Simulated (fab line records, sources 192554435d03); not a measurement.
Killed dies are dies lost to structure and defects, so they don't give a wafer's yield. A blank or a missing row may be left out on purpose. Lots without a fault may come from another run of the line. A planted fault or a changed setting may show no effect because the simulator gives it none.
A struck lot beside a sound one | flow n5_finfet | 37 steps out of a route of 1938
Sound: wafers L412.3, L412.4, L412.5. Struck: wafers L422.1, L422.2, L422.4. The cause comes at the end.
At each step with rows: each side's tool, then ch and its chambers, then its first start. Under that, the readings that differ: sound wafers | struck wafers | difference of the means | sigmas: that difference in standard deviations of wafers without a fault.
alike: readings whose means differ by less than 2 such deviations, and words and numbers that are the same on both sides. not compared: withheld readings, readings that some wafer has no value for, bounds like >300 that may hide the same value, and numbers for which the record gives no deviation and whose values overlap.
The two part at a step that has a row with sigmas, a row that says differs or no value, or rows on one side only. Numbers that don't overlap but have no deviation are shown without sigmas and don't part them. A reading that every wafer of one side lacks parts them only if that side has two wafers or more.

first, 9 steps without rows for these wafers: N5_WELL_APT_COAT_02 (resist thk 950 nm); N5_WELL_APT_EBR_04; N5_WELL_APT_SOFTBAKE_03 (time 60 s); N5_WELL_APT_EXPOSE_05 (exposes mask NWELL, defocus 0 nm, target cd 200 nm); N5_WELL_APT_PEB_06 (peb time 90 s); N5_WELL_APT_DEVELOP_07 (develop time 45 s); N5_WELL_APT_HARDBAKE_12 (time 120 s); N5_WELL_APT_DESCUM_13 (chemistry O2, time 7.9 s); N5_WELL_APT_IMPLANT_14.
N5_WELL_APT_IMPLANT_15:
  sound on implanter-02 ch 0, day 2 20:16; struck on implanter-02 ch 0, day 5 08:32
  reading            | sound                            | struck                           | difference  | sigmas
  dose_ions_cm2      | 1.5005e+13 1.5007e+13 1.5008e+13 | 1.0884e+13 1.0911e+13 1.0922e+13 | -4.1010e+12 | -99 or more
  faraday_current_uA | 187 196 185                      | 141 140 139                      | -49         | -13
then, 25 steps without rows for these wafers: N5_WELL_APT_STRIP_16 (strips in SPM, time 900 s); N5_WELL_APT_HMDS_18 (time 60 s); N5_WELL_APT_COAT_19 (resist thk 950 nm); N5_WELL_APT_EBR_21; N5_WELL_APT_SOFTBAKE_20 (time 60 s); N5_WELL_APT_EXPOSE_22 (exposes mask PWELL, defocus 0 nm, target cd 200 nm); N5_WELL_APT_PEB_23 (peb time 90 s); N5_WELL_APT_DEVELOP_24 (develop time 45 s); N5_WELL_APT_HARDBAKE_29 (time 120 s); N5_WELL_APT_DESCUM_30 (chemistry O2, time 7.9 s); N5_WELL_APT_IMPLANT_31; N5_WELL_APT_IMPLANT_32; N5_WELL_APT_STRIP_33 (strips in SPM, time 900 s); N5_WELL_APT_RTA_34 (time 10 s); N5_WELL_APT_OXIDE_STRIP_42 (strips SiO2 in dHF, time 45 s, target depth 12 nm); N5_WELL_APT_PRECLEAN_36 (cleans in O3/DIW, time 45 s); N5_WELL_APT_PRECLEAN_39 (cleans in dHF, time 60 s); N5_WELL_APT_SRD_37 (time 30 s); N5_WELL_APT_EPI_41 (deposits Si from SiH4/H2, target thk 50 nm, time 297.7 s); N5_PMOS_HMC_CHANNEL_EPI_HM_DEP_34 (deposits SiO2 from TEOS/O2, target thk 36 nm, time 6.9 s); N5_PMOS_HMC_CHANNEL_EPI_COAT_31 (time 60 s, resist thk 66 nm); N5_PMOS_HMC_CHANNEL_EPI_COAT_03 (resist thk 205 nm); N5_PMOS_HMC_CHANNEL_EPI_EBR_05; N5_PMOS_HMC_CHANNEL_EPI_SOFTBAKE_04 (time 60 s); N5_PMOS_HMC_CHANNEL_EPI_EXPOSE_06 (exposes mask PMOS HMC BLK, target cd 240 nm).
-- the record jumps here: 7 days lie between the struck wafers' starts before and after (it left off in module PMOS_HMC_CHANNEL_EPI and takes up again in module BEOL_M4, whose first step shown is number 1111 of the route) --
N5_BEOL_M4_RC_MEAS_101:
  sound on prober-01 ch 0, day 9 08:49; struck on prober-02 ch 0, day 12 13:04
  reading        | sound          | struck         | difference | sigmas
  CJ_P           | 5.84 6.12 6.05 | 5.05 5.08 5.27 | -0.87      | -5
  IOFF_P (nA/um) | 0.18 0.20 0.16 | 0.25 0.32 0.29 | +0.11      | +3
  ION_N (uA/um)  | 660 662 644    | 686 691 687    | +33        | +3
  ION_P (uA/um)  | 460 455 446    | 475 480 476    | +23        | +3
  VT_N (mV)      | 252 253 255    | 247 244 246    | -8         | -2
  VT_P (mV)      | -252 -251 -252 | -245 -242 -244 | +8         | +2
  alike: DIBL_N, DIBL_P, IOFF_N, SS_N, SS_P
N5_PASSIVATION_PROBE_49:
  the record has rows for the sound wafers here (prober-01, day 13 11:36) and none for the struck ones

WHERE THEY PART
First at N5_WELL_APT_IMPLANT_15; last, within this record, at N5_PASSIVATION_PROBE_49.

WHY: what the simulator had put in
Process parameter drift: implanter-02, from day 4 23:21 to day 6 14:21, at N5_WELL_APT_IMPLANT_15. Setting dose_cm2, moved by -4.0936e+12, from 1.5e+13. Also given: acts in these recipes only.
